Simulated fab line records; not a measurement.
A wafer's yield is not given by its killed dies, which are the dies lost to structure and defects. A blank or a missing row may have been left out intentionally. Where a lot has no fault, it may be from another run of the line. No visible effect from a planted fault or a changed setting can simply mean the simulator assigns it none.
Struck lot and sound lot, side by side -- flow nandHarc -- 14 steps out of a route of 1302
Sound: these wafers, L186.1, L186.3, L186.4. Wafers L180.1, L180.5, L180.6 were the ones struck. At the end, the cause is stated.
Order at every step that has rows: each side's tool, ch and its chambers, its first start. Under that, the readings that differ: sound wafers -- struck wafers -- difference of the means -- sigmas: that difference in standard deviations of wafers without a fault.
alike: readings with means less than 2 such deviations apart, plus words and numbers identical on both sides. not compared: withheld readings, readings lacking a value on some wafer, bounds such as >300 that could conceal the same value, and numbers that have no deviation in the record and whose values overlap.
The two part at a step that has a row with sigmas, a row that says differs or no value, or rows on one side only. Numbers that have no deviation but don't overlap get no sigmas and don't part them. A reading missing from all wafers of one side parts the sides only when that side holds two or more wafers.

NHARC_P_M0_CMP_23: polishes, t overpolish 20 s, target thk 117.54 nm.
  sound on cmp-04 ch 0,1,3, day 13 08:13; struck on cmp-04 ch 0,1,2, day 10 20:09
  alike: motorCurrentA, timeToEndpointS
NHARC_P_M0_THK_MEAS_24: measures by xrf.
  struck on filmMetro-01, day 10 20:24; sound on filmMetro-01, day 13 08:32
  alike: thkNm
following that, these wafers have no rows for 1 step: NHARC_P_M0_SRD_25.
NHARC_P_M0_INSPECT_27:
  struck on defectInspect-02, day 10 20:34; sound on defectInspect-02, day 13 08:43
  alike: rawDefectCount
NHARC_P_M0_PRE_CLEAN_31: time 12 s.
  sound on pecvd-02 ch 0,1,2, day 13 08:47; struck on pecvd-03 ch 1,2, day 10 20:39
  alike: heaterPowerW
NHARC_P_M0_DEP_32: deposits SiCN, target thk 30 nm.
  sound on pecvd-02 ch 0,1,2, day 13 08:52; struck on pecvd-03 ch 1,2, day 10 20:47
  alike: heaterPowerW
then, 5 steps without rows for these wafers: NHARC_P_M1_DEP_00 (deposits SiOC, target thk 182.5 nm); NHARC_P_M1_DEHYDRATE_01 (time 120 s); NHARC_P_M1_HMDS_02 (time 30 s); NHARC_P_M1_COAT_34 (time 65 s); NHARC_P_M1_COAT_03 (resist thk 90 nm).
NHARC_P_M1_SOFTBAKE_04: time 55 s.
  sound on lithoTrack-06 ch 0, day 13 09:00; struck on lithoTrack-04 ch 0, day 10 21:00
reading,sound,struck,difference,sigmas
heaterPowerTotalW (W),188.81 188.39 188.46,195.32 195.18 195.39,+6.74,+48
  alike: chillPlateTempC
following that, these wafers have no rows for 1 step: NHARC_P_M1_EBR_05.
-- the record jumps here: 18 days lie between the struck wafers' starts before and after (it left off in module P_M1 and takes up again in module END, whose first step shown is number 1302 of the route) --
NHARC_END_SORT_01:
  sound on prober-01 ch 0, day 31 19:46; struck on prober-02 ch 0, day 29 01:22
  alike: defectLimitedYield, killedAtArray, killedAtOther, killedAtPeriphery, killedDies, killedOpen, killedShort, sort_bin_2_pct, sort_bin_3_pct, sort_bin_4_pct, sortNPass, sortRimYieldPct, sortYieldPct

## WHERE THEY PART
NHARC_P_M1_SOFTBAKE_04 only, going by this record. Later steps at which nothing parts them and some readings are alike: NHARC_END_SORT_01.

WHY: the cause the simulator had injected
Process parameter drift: lithoTrack-04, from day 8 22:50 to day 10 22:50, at NHARC_P_M1_SOFTBAKE_04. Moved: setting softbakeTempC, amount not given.
